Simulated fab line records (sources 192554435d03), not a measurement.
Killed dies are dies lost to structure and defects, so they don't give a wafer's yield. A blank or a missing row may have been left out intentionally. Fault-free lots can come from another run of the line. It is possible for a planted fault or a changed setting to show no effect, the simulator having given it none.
Chamber matching / flow n5_finfet / N5_FIN_SAQP_ETCH_57 on rie_diel-06: 4 sister chambers
The step etches SiNx in CH3F/O2, target depth 32.5 nm, time 46.4 s. 18 wafers are shown with their chamber, then 9 later ones without.

== WAFERS PAIRED WITH THEIR CHAMBERS ==
wafer=L079.1; chamber=3; throttle_valve_pct (%)=16.46; oes_product_au (a.u.)=0.64; showerhead_plenum_p_Torr (Torr)=1.99
wafer=L079.5; chamber=1; throttle_valve_pct (%)=16.70; oes_product_au (a.u.)=0.59; showerhead_plenum_p_Torr (Torr)=2.06
wafer=L079.6; chamber=3; throttle_valve_pct (%)=16.42; oes_product_au (a.u.)=0.64; showerhead_plenum_p_Torr (Torr)=1.99
wafer=L080.1; chamber=0; throttle_valve_pct (%)=16.31; oes_product_au (a.u.)=0.63; showerhead_plenum_p_Torr (Torr)=2.00
wafer=L080.4; chamber=1; throttle_valve_pct (%)=16.71; oes_product_au (a.u.)=0.58; showerhead_plenum_p_Torr (Torr)=2.05
wafer=L080.6; chamber=0; throttle_valve_pct (%)=16.31; oes_product_au (a.u.)=0.64; showerhead_plenum_p_Torr (Torr)=2.00
wafer=L082.2; chamber=2; throttle_valve_pct (%)=16.17; oes_product_au (a.u.)=0.82; showerhead_plenum_p_Torr (Torr)=1.97
wafer=L082.3; chamber=1; throttle_valve_pct (%)=16.72; oes_product_au (a.u.)=0.58; showerhead_plenum_p_Torr (Torr)=2.05
wafer=L082.6; chamber=3; throttle_valve_pct (%)=16.47; oes_product_au (a.u.)=0.64; showerhead_plenum_p_Torr (Torr)=1.99
wafer=L084.1; chamber=1; throttle_valve_pct (%)=16.72; oes_product_au (a.u.)=0.58; showerhead_plenum_p_Torr (Torr)=2.05
wafer=L084.2; chamber=2; throttle_valve_pct (%)=16.18; oes_product_au (a.u.)=0.80; showerhead_plenum_p_Torr (Torr)=1.97
wafer=L084.3; chamber=3; throttle_valve_pct (%)=16.45; oes_product_au (a.u.)=0.63; showerhead_plenum_p_Torr (Torr)=1.99
wafer=L086.2; chamber=1; throttle_valve_pct (%)=16.73; oes_product_au (a.u.)=0.58; showerhead_plenum_p_Torr (Torr)=2.05
wafer=L086.3; chamber=3; throttle_valve_pct (%)=16.48; oes_product_au (a.u.)=0.63; showerhead_plenum_p_Torr (Torr)=1.98
wafer=L086.5; chamber=3; throttle_valve_pct (%)=16.48; oes_product_au (a.u.)=0.63; showerhead_plenum_p_Torr (Torr)=1.98
wafer=L088.1; chamber=3; throttle_valve_pct (%)=16.50; oes_product_au (a.u.)=0.62; showerhead_plenum_p_Torr (Torr)=1.98
wafer=L088.3; chamber=0; throttle_valve_pct (%)=16.32; oes_product_au (a.u.)=0.63; showerhead_plenum_p_Torr (Torr)=1.99
wafer=L088.4; chamber=0; throttle_valve_pct (%)=16.32; oes_product_au (a.u.)=0.62; showerhead_plenum_p_Torr (Torr)=1.99

SIGNATURES, as means of the wafers listed above
reading=throttle_valve_pct; chamber 0=16.3150; chamber 1=16.7160; chamber 2=16.1750; chamber 3=16.4657; scatter within a chamber=0.0182
reading=oes_product_au; chamber 0=0.6300; chamber 1=0.5820; chamber 2=0.8100; chamber 3=0.6329; scatter within a chamber=0.00767
reading=showerhead_plenum_p_Torr; chamber 0=1.9950; chamber 1=2.0520; chamber 2=1.9700; chamber 3=1.9857; scatter within a chamber=0.00501
Rule: a wafer lies at a distance from a chamber equal to the root of the sum of squares, over the readings, of (its reading less the chamber's mean, divided by the reading's scatter). If the next closest chamber is less than 2 further off than the closest, the wafer can't be placed; otherwise it belongs to the closest. How the scatter is found: for the shown wafers, subtract from each reading the mean of its chamber, square and add these, divide the total by (wafers less chambers), then take the root.

== WAFERS MISSING THEIR CHAMBER ==
wafer=L091.2; throttle_valve_pct (%)=16.36; oes_product_au (a.u.)=0.63; showerhead_plenum_p_Torr (Torr)=1.99
wafer=L091.5; throttle_valve_pct (%)=16.48; oes_product_au (a.u.)=0.62; showerhead_plenum_p_Torr (Torr)=1.98
wafer=L091.6; throttle_valve_pct (%)=16.33; oes_product_au (a.u.)=0.62; showerhead_plenum_p_Torr (Torr)=1.99
wafer=L092.1; throttle_valve_pct (%)=16.23; oes_product_au (a.u.)=0.81; showerhead_plenum_p_Torr (Torr)=2.05
wafer=L092.4; throttle_valve_pct (%)=16.34; oes_product_au (a.u.)=0.62; showerhead_plenum_p_Torr (Torr)=1.99
wafer=L092.6; throttle_valve_pct (%)=16.22; oes_product_au (a.u.)=0.76; showerhead_plenum_p_Torr (Torr)=1.96
wafer=L094.1; throttle_valve_pct (%)=16.25; oes_product_au (a.u.)=0.79; showerhead_plenum_p_Torr (Torr)=2.05
wafer=L094.2; throttle_valve_pct (%)=16.20; oes_product_au (a.u.)=0.74; showerhead_plenum_p_Torr (Torr)=1.96
wafer=L094.6; throttle_valve_pct (%)=16.21; oes_product_au (a.u.)=0.74; showerhead_plenum_p_Torr (Torr)=1.96

== WHICH CHAMBER EACH WENT THROUGH ==
wafer=L091.2; from the rows above=0; in truth=0
wafer=L091.5; from the rows above=3; in truth=3
wafer=L091.6; from the rows above=0; in truth=0
wafer=L092.1; from the rows above=2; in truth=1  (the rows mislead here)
wafer=L092.4; from the rows above=0; in truth=0
wafer=L092.6; from the rows above=2; in truth=2
wafer=L094.1; from the rows above=2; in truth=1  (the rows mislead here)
wafer=L094.2; from the rows above=2; in truth=2
wafer=L094.6; from the rows above=2; in truth=2
7 of 9 placed correctly. Not placeable from these rows: 0. Wrongly placed: 2.
